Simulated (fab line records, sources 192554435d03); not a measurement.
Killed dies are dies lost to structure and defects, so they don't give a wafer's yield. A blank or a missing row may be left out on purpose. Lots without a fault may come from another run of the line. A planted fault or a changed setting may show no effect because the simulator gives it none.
Chamber matching | flow n5_finfet | N5_FIN_SAQP_ALD_61 on ald_sin-02: 4 sister chambers
The step deposits SiO2, target thk 4 nm, pulse time 1 s, purge time 2 s. 22 wafers are shown with their chamber, then 11 later ones without.

WAFERS WITH THEIR CHAMBER
wafer  | chamber | heater_power_w (W) | precursor_pulse_height_rel | chamber_pressure_Torr (Torr)
L075.3 | 1       | 428                | 1.001                      | 2.001
L075.4 | 2       | 506                | 1.010                      | 1.992
L075.5 | 1       | 435                | 0.998                      | 1.993
L078.1 | 3       | 462                | 1.028                      | 1.992
L078.3 | 1       | 424                | 1.008                      | 2.008
L078.6 | 2       | 497                | 0.998                      | 1.999
L080.1 | 0       | 493                | 1.018                      | 1.997
L080.3 | 2       | 504                | 1.019                      | 2.004
L080.6 | 1       | 432                | 0.966                      | 1.999
L081.1 | 1       | 428                | 0.994                      | 1.998
L081.4 | 2       | 490                | 0.966                      | 2.001
L081.6 | 2       | 488                | 1.025                      | 2.001
L082.1 | 1       | 421                | 0.997                      | 2.002
L082.4 | 0       | 500                | 0.988                      | 2.000
L082.6 | 2       | 497                | 0.983                      | 2.001
L085.2 | 2       | 493                | 0.977                      | 1.997
L085.4 | 1       | 428                | 0.979                      | 2.010
L085.6 | 2       | 499                | 0.988                      | 2.001
L087.2 | 1       | 425                | 0.983                      | 1.993
L087.5 | 0       | 498                | 1.023                      | 2.008
L087.6 | 3       | 466                | 0.994                      | 1.998
L089.2 | 0       | 504                | 1.009                      | 1.996

SIGNATURES (means of the wafers above)
reading                    | chamber 0 | chamber 1 | chamber 2 | chamber 3 | scatter within a chamber
heater_power_w             | 498.75    | 427.62    | 496.75    | 464.00    | 5.21
precursor_pulse_height_rel | 1.00950   | 0.99075   | 0.99575   | 1.01100   | 0.0178
chamber_pressure_Torr      | 2.00025   | 2.00050   | 1.99950   | 1.99500   | 0.0051
Rule: a wafer's distance from a chamber is the root of the sum, over the readings, of the square of ((its reading less the chamber's mean) divided by the reading's scatter). The wafer belongs to the nearest chamber; if the next one is less than 2 further off, it can't be placed. The scatter: the root of (the sum of the squares of (reading less its chamber's mean) over the shown wafers, divided by (wafers less chambers)).

WAFERS WITHOUT THEIR CHAMBER
wafer  | heater_power_w (W) | precursor_pulse_height_rel | chamber_pressure_Torr (Torr)
L089.3 | 465                | 0.981                      | 1.995
L089.6 | 432                | 0.999                      | 2.000
L093.1 | 500                | 0.957                      | 1.998
L093.4 | 470                | 1.011                      | 2.007
L093.5 | 458                | 1.016                      | 1.999
L095.1 | 427                | 1.048                      | 1.997
L095.3 | 508                | 1.002                      | 1.998
L095.4 | 468                | 1.008                      | 2.002
L097.1 | 494                | 0.986                      | 2.002
L097.4 | 501                | 0.965                      | 1.998
L097.5 | 494                | 0.986                      | 1.999

WHICH CHAMBER EACH WENT THROUGH
wafer  | from the rows above     | in truth
L089.3 | 3                       | 3
L089.6 | 1                       | 1
L093.1 | can't be placed: 2 or 0 | 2
L093.4 | 3                       | 3
L093.5 | 3                       | 3
L095.1 | 1                       | 1
L095.3 | can't be placed: 0 or 2 | 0
L095.4 | 3                       | 3
L097.1 | can't be placed: 2 or 0 | 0
L097.4 | can't be placed: 2 or 0 | 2
L097.5 | can't be placed: 2 or 0 | 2
Placed correctly: 6 of 11. Can't be placed from these rows: 5 (the true chamber is among the candidates in 5). Placed wrongly: 0.
